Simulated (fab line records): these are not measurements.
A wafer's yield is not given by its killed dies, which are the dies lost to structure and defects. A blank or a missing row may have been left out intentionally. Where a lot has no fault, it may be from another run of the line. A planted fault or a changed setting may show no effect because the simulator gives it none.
The tool behind it: which one? :: flow n5_finfet :: 45 wafers from 15 lots sampled at 4 of the route's 1938 steps

## WHAT THE GAUGES READ, wafer by wafer
No reading from a measuring or inspecting step in the record can be judged against a usual standard deviation.

## TOOL THAT RAN EACH LOT (tool first, then ch and the chambers of the sampled wafers, then the start)
lot: L515
N5_ZERO_LAYER_ETCH_18: rie_si-01 ch 1,3, day 1 12:48
N5_WELL_APT_PEB_06: litho_track-01 ch 0, day 1 13:28
N5_WELL_APT_DESCUM_13: rie_diel-04 ch 1,2,3, day 1 13:40
N5_PMOS_HMC_CHANNEL_EPI_EPI_26: epi_rpcvd-01 ch 0, day 1 19:21

lot: L517
N5_ZERO_LAYER_ETCH_18: rie_si-06 ch 0,2,3, day 2 00:49
N5_WELL_APT_PEB_06: litho_track-03 ch 0, day 2 01:37
N5_WELL_APT_DESCUM_13: rie_diel-04 ch 0,1, day 2 01:52
N5_PMOS_HMC_CHANNEL_EPI_EPI_26: epi_rpcvd-04 ch 0, day 2 08:40

lot: L518
N5_ZERO_LAYER_ETCH_18: rie_si-03 ch 1,2, day 2 06:55
N5_WELL_APT_PEB_06: litho_track-04 ch 0, day 2 07:59
N5_WELL_APT_DESCUM_13: rie_diel-04 ch 0,1,3, day 2 08:11
N5_PMOS_HMC_CHANNEL_EPI_EPI_26: epi_rpcvd-01 ch 0, day 2 14:05

lot: L525
N5_ZERO_LAYER_ETCH_18: rie_si-06 ch 0,2, day 4 00:55
N5_WELL_APT_PEB_06: litho_track-01, day 4 01:41
N5_WELL_APT_DESCUM_13: rie_diel-01 ch 1,2, day 4 01:53
N5_PMOS_HMC_CHANNEL_EPI_EPI_26: -

lot: L526
N5_ZERO_LAYER_ETCH_18: rie_si-06 ch 0,1,3, day 4 06:47
N5_WELL_APT_PEB_06: litho_track-04, day 4 07:34
N5_WELL_APT_DESCUM_13: rie_diel-01 ch 0,1,3, day 4 07:47
N5_PMOS_HMC_CHANNEL_EPI_EPI_26: -

lot: L527
N5_ZERO_LAYER_ETCH_18: rie_si-01 ch 0,1,3, day 4 12:47
N5_WELL_APT_PEB_06: litho_track-03, day 4 13:26
N5_WELL_APT_DESCUM_13: rie_diel-01 ch 0,2,3, day 4 13:41
N5_PMOS_HMC_CHANNEL_EPI_EPI_26: -

lot: L528
N5_ZERO_LAYER_ETCH_18: rie_si-01 ch 0,1,3, day 4 18:47
N5_WELL_APT_PEB_06: litho_track-01 ch 0, day 4 19:26
N5_WELL_APT_DESCUM_13: rie_diel-01 ch 1,3, day 4 19:41
N5_PMOS_HMC_CHANNEL_EPI_EPI_26: epi_rpcvd-02 ch 0, day 5 01:26

lot: L529
N5_ZERO_LAYER_ETCH_18: rie_si-03 ch 1,2, day 5 00:47
N5_WELL_APT_PEB_06: litho_track-03 ch 0, day 5 01:34
N5_WELL_APT_DESCUM_13: rie_diel-03 ch 0,1,2, day 5 01:47
N5_PMOS_HMC_CHANNEL_EPI_EPI_26: epi_rpcvd-01 ch 0, day 5 07:36

lot: L530
N5_ZERO_LAYER_ETCH_18: rie_si-01 ch 0,1,2, day 5 06:55
N5_WELL_APT_PEB_06: litho_track-03 ch 0, day 5 07:44
N5_WELL_APT_DESCUM_13: rie_diel-04 ch 0,2,3, day 5 08:01
N5_PMOS_HMC_CHANNEL_EPI_EPI_26: epi_rpcvd-04 ch 0, day 5 13:42

lot: L532
N5_ZERO_LAYER_ETCH_18: rie_si-01 ch 1,3, day 5 18:55
N5_WELL_APT_PEB_06: litho_track-04 ch 0, day 5 19:42
N5_WELL_APT_DESCUM_13: rie_diel-04 ch 1,3, day 5 20:50
N5_PMOS_HMC_CHANNEL_EPI_EPI_26: epi_rpcvd-01 ch 0, day 6 03:00

lot: L533
N5_ZERO_LAYER_ETCH_18: rie_si-01 ch 0,1,2, day 6 00:55
N5_WELL_APT_PEB_06: litho_track-01 ch 0, day 6 01:41
N5_WELL_APT_DESCUM_13: rie_diel-04 ch 0,1,2, day 6 01:54
N5_PMOS_HMC_CHANNEL_EPI_EPI_26: epi_rpcvd-02 ch 0, day 6 08:11

lot: L534
N5_ZERO_LAYER_ETCH_18: rie_si-06 ch 1,2,3, day 6 07:23
N5_WELL_APT_PEB_06: litho_track-03 ch 0, day 6 08:11
N5_WELL_APT_DESCUM_13: rie_diel-03 ch 0,3, day 6 08:23
N5_PMOS_HMC_CHANNEL_EPI_EPI_26: epi_rpcvd-04 ch 0, day 6 14:21

lot: L536
N5_ZERO_LAYER_ETCH_18: rie_si-06 ch 1,2,3, day 6 18:55
N5_WELL_APT_PEB_06: litho_track-03 ch 0, day 6 19:34
N5_WELL_APT_DESCUM_13: rie_diel-04 ch 1,2,3, day 6 19:55
N5_PMOS_HMC_CHANNEL_EPI_EPI_26: epi_rpcvd-04 ch 0, day 7 02:25

lot: L537
N5_ZERO_LAYER_ETCH_18: rie_si-03 ch 0,2,3, day 7 00:49
N5_WELL_APT_PEB_06: litho_track-03 ch 0, day 7 01:30
N5_WELL_APT_DESCUM_13: rie_diel-04 ch 1,3, day 7 01:43
N5_PMOS_HMC_CHANNEL_EPI_EPI_26: epi_rpcvd-04 ch 0, day 7 07:30

lot: L538
N5_ZERO_LAYER_ETCH_18: rie_si-01 ch 0,1,3, day 7 06:59
N5_WELL_APT_PEB_06: litho_track-03 ch 0, day 7 07:44
N5_WELL_APT_DESCUM_13: rie_diel-03 ch 0,1, day 7 07:56
N5_PMOS_HMC_CHANNEL_EPI_EPI_26: epi_rpcvd-04 ch 0, day 7 14:15
- N5_ZERO_LAYER_ETCH_18: etches Si in HBr/Cl2, target depth 120 nm, time 40 s.
- N5_WELL_APT_PEB_06: peb time 90 s.
- N5_WELL_APT_DESCUM_13: chemistry O2, time 7.9 s.
- N5_PMOS_HMC_CHANNEL_EPI_EPI_26: deposits Si from SiH4/H2, target thk 3.8 nm, time 22.7 s.

## AS READ BY THE TOOLS THEMSELVES (means over the sampled wafers that have a number; for cases with no such wafer, the mark the record gives instead)
N5_ZERO_LAYER_ETCH_18.
lot: L515
tool: rie_si-01
drypump_motor_current_A (A): 5.4
oes_product_au (a.u.): 0.991
throttle_valve_pct (%): 36.3

lot: L517
tool: rie_si-06
drypump_motor_current_A (A): 5.6
oes_product_au (a.u.): 1.011
throttle_valve_pct (%): 36.3

lot: L518
tool: rie_si-03
drypump_motor_current_A (A): 6.3
oes_product_au (a.u.): 0.997
throttle_valve_pct (%): 36.1

lot: L525
tool: rie_si-06
drypump_motor_current_A (A): 5.5
oes_product_au (a.u.): 1.005
throttle_valve_pct (%): 36.3

lot: L526
tool: rie_si-06
drypump_motor_current_A (A): 5.8
oes_product_au (a.u.): 1.016
throttle_valve_pct (%): 36.5

lot: L527
tool: rie_si-01
drypump_motor_current_A (A): 5.7
oes_product_au (a.u.): 0.991
throttle_valve_pct (%): 36.6

lot: L528
tool: rie_si-01
drypump_motor_current_A (A): 5.7
oes_product_au (a.u.): 0.990
throttle_valve_pct (%): 36.6

lot: L529
tool: rie_si-03
drypump_motor_current_A (A): 6.1
oes_product_au (a.u.): 1.009
throttle_valve_pct (%): 36.2

lot: L530
tool: rie_si-01
drypump_motor_current_A (A): 5.6
oes_product_au (a.u.): 0.995
throttle_valve_pct (%): 36.8

lot: L532
tool: rie_si-01
drypump_motor_current_A (A): 5.5
oes_product_au (a.u.): 0.987
throttle_valve_pct (%): 36.0

lot: L533
tool: rie_si-01
drypump_motor_current_A (A): 5.6
oes_product_au (a.u.): 0.994
throttle_valve_pct (%): 36.7

lot: L534
tool: rie_si-06
drypump_motor_current_A (A): 6.1
oes_product_au (a.u.): 1.005
throttle_valve_pct (%): 36.4

lot: L536
tool: rie_si-06
drypump_motor_current_A (A): 6.1
oes_product_au (a.u.): 1.005
throttle_valve_pct (%): 36.4

lot: L537
tool: rie_si-03
drypump_motor_current_A (A): 5.9
oes_product_au (a.u.): 0.993
throttle_valve_pct (%): 36.1

lot: L538
tool: rie_si-01
drypump_motor_current_A (A): 5.7
oes_product_au (a.u.): 0.990
throttle_valve_pct (%): 36.5

N5_WELL_APT_PEB_06.
lot: L515
tool: litho_track-01
chill_plate_temp_C (C): 23.02
exhaust_pa (Pa): 46.3
plate_temp_C (C): 130.18

lot: L517
tool: litho_track-03
chill_plate_temp_C (C): 23.11
exhaust_pa (Pa): 44.8
plate_temp_C (C): 130.31

lot: L518
tool: litho_track-04
chill_plate_temp_C (C): 22.93
exhaust_pa (Pa): 45.1
plate_temp_C (C): 129.94

lot: L525
tool: litho_track-01
chill_plate_temp_C (C): -
exhaust_pa (Pa): -
plate_temp_C (C): -

lot: L526
tool: litho_track-04
chill_plate_temp_C (C): -
exhaust_pa (Pa): -
plate_temp_C (C): -

lot: L527
tool: litho_track-03
chill_plate_temp_C (C): -
exhaust_pa (Pa): -
plate_temp_C (C): -

lot: L528
tool: litho_track-01
chill_plate_temp_C (C): 23.11
exhaust_pa (Pa): 45.5
plate_temp_C (C): 130.05

lot: L529
tool: litho_track-03
chill_plate_temp_C (C): 22.99
exhaust_pa (Pa): 45.7
plate_temp_C (C): 130.18

lot: L530
tool: litho_track-03
chill_plate_temp_C (C): 22.97
exhaust_pa (Pa): 45.4
plate_temp_C (C): 130.17

lot: L532
tool: litho_track-04
chill_plate_temp_C (C): 23.01
exhaust_pa (Pa): 45.2
plate_temp_C (C): 129.98

lot: L533
tool: litho_track-01
chill_plate_temp_C (C): 22.92
exhaust_pa (Pa): 45.1
plate_temp_C (C): 130.09

lot: L534
tool: litho_track-03
chill_plate_temp_C (C): 23.00
exhaust_pa (Pa): 44.6
plate_temp_C (C): 130.17

lot: L536
tool: litho_track-03
chill_plate_temp_C (C): 23.13
exhaust_pa (Pa): 44.3
plate_temp_C (C): 130.11

lot: L537
tool: litho_track-03
chill_plate_temp_C (C): 23.05
exhaust_pa (Pa): 44.6
plate_temp_C (C): 129.91

lot: L538
tool: litho_track-03
chill_plate_temp_C (C): 23.09
exhaust_pa (Pa): 45.2
plate_temp_C (C): 130.12

N5_WELL_APT_DESCUM_13.
lot: L515
tool: rie_diel-04
drypump_motor_current_A (A): 5.51
oes_product_au (a.u.): 0.74
rf_vpp_V (V): 243.5
showerhead_plenum_p_Torr (Torr): 2.15
throttle_valve_pct (%): 20.62

lot: L517
tool: rie_diel-04
drypump_motor_current_A (A): 5.89
oes_product_au (a.u.): 0.70
rf_vpp_V (V): 242.8
showerhead_plenum_p_Torr (Torr): 2.07
throttle_valve_pct (%): 20.75

lot: L518
tool: rie_diel-04
drypump_motor_current_A (A): 5.67
oes_product_au (a.u.): 0.73
rf_vpp_V (V): 243.2
showerhead_plenum_p_Torr (Torr): 2.12
throttle_valve_pct (%): 20.81

lot: L525
tool: rie_diel-01
drypump_motor_current_A (A): 5.57
oes_product_au (a.u.): 0.86
rf_vpp_V (V): 244.4
showerhead_plenum_p_Torr (Torr): 2.16
throttle_valve_pct (%): 20.40

lot: L526
tool: rie_diel-01
drypump_motor_current_A (A): 5.70
oes_product_au (a.u.): 0.82
rf_vpp_V (V): 242.9
showerhead_plenum_p_Torr (Torr): 2.09
throttle_valve_pct (%): 20.22

lot: L527
tool: rie_diel-01
drypump_motor_current_A (A): 5.74
oes_product_au (a.u.): 0.78
rf_vpp_V (V): 242.6
showerhead_plenum_p_Torr (Torr): 2.05
throttle_valve_pct (%): 20.39

lot: L528
tool: rie_diel-01
drypump_motor_current_A (A): 5.63
oes_product_au (a.u.): 0.82
rf_vpp_V (V): 244.1
showerhead_plenum_p_Torr (Torr): 2.14
throttle_valve_pct (%): 20.22

lot: L529
tool: rie_diel-03
drypump_motor_current_A (A): 5.74
oes_product_au (a.u.): 0.77
rf_vpp_V (V): 243.3
showerhead_plenum_p_Torr (Torr): 2.10
throttle_valve_pct (%): 20.52

lot: L530
tool: rie_diel-04
drypump_motor_current_A (A): 5.50
oes_product_au (a.u.): 0.72
rf_vpp_V (V): 244.0
showerhead_plenum_p_Torr (Torr): 2.15
throttle_valve_pct (%): 20.74

lot: L532
tool: rie_diel-04
drypump_motor_current_A (A): 5.47
oes_product_au (a.u.): 0.74
rf_vpp_V (V): 243.7
showerhead_plenum_p_Torr (Torr): 2.15
throttle_valve_pct (%): 20.78

lot: L533
tool: rie_diel-04
drypump_motor_current_A (A): 5.72
oes_product_au (a.u.): 0.69
rf_vpp_V (V): 242.9
showerhead_plenum_p_Torr (Torr): 2.10
throttle_valve_pct (%): 20.70

lot: L534
tool: rie_diel-03
drypump_motor_current_A (A): 5.57
oes_product_au (a.u.): 0.74
rf_vpp_V (V): 242.5
showerhead_plenum_p_Torr (Torr): 2.05
throttle_valve_pct (%): 20.39

lot: L536
tool: rie_diel-04
drypump_motor_current_A (A): 5.51
oes_product_au (a.u.): 0.71
rf_vpp_V (V): 243.7
showerhead_plenum_p_Torr (Torr): 2.14
throttle_valve_pct (%): 20.66

lot: L537
tool: rie_diel-04
drypump_motor_current_A (A): 5.43
oes_product_au (a.u.): 0.74
rf_vpp_V (V): 244.3
showerhead_plenum_p_Torr (Torr): 2.15
throttle_valve_pct (%): 20.80

lot: L538
tool: rie_diel-03
drypump_motor_current_A (A): 5.71
oes_product_au (a.u.): 0.77
rf_vpp_V (V): 242.1
showerhead_plenum_p_Torr (Torr): 2.05
throttle_valve_pct (%): 20.64

N5_PMOS_HMC_CHANNEL_EPI_EPI_26.
lot: L515
tool: epi_rpcvd-01
throttle_valve_pct (%): 11.7

lot: L517
tool: epi_rpcvd-04
throttle_valve_pct (%): 11.1

lot: L518
tool: epi_rpcvd-01
throttle_valve_pct (%): 11.7

lot: L528
tool: epi_rpcvd-02
throttle_valve_pct (%): 11.1

lot: L529
tool: epi_rpcvd-01
throttle_valve_pct (%): 11.4

lot: L530
tool: epi_rpcvd-04
throttle_valve_pct (%): 11.1

lot: L532
tool: epi_rpcvd-01
throttle_valve_pct (%): 11.5

lot: L533
tool: epi_rpcvd-02
throttle_valve_pct (%): 10.9

lot: L534
tool: epi_rpcvd-04
throttle_valve_pct (%): 11.0

lot: L536
tool: epi_rpcvd-04
throttle_valve_pct (%): 11.1

lot: L537
tool: epi_rpcvd-04
throttle_valve_pct (%): 11.0

lot: L538
tool: epi_rpcvd-04
throttle_valve_pct (%): 11.0

## THE ANSWER, worked out from the rows above alone
Rule: the usual values come from the lots themselves. The widest of any qualifying gaps counts: lots, ordered by their means at a reading, are off when they make up no more than a third of the lots, leave a main group of 4 or more, and stand apart from it by 3 or more times the standard deviation of that group's means. A main group is skipped when, at the precision printed for the reading in the tables above, its means are all equal. A lot without any number at a reading at which 4 lots or more have one is off too. All remaining lots with rows at the step are treated as sound. After the gauges, taken in route order, come the tools' own readings; for these a lot's mean is taken, as printed above. The first step at which some lot is off is used, and at that step the reading that is off furthest; a lot without a number counts as furthest.
Off: L525, L526, L527, at N5_WELL_APT_PEB_06 (chill_plate_temp_C). Without a number there: L525, L526, L527. Mean 23.03 C and standard deviation 0.068 in the main group.
If a tool, at that step or one of the process steps before it, ran each lot that is off and ran no sound lot following the first of them, it fits. Not one of the candidates tried fits.

## WHAT WAS PUT IN BY THE SIMULATOR
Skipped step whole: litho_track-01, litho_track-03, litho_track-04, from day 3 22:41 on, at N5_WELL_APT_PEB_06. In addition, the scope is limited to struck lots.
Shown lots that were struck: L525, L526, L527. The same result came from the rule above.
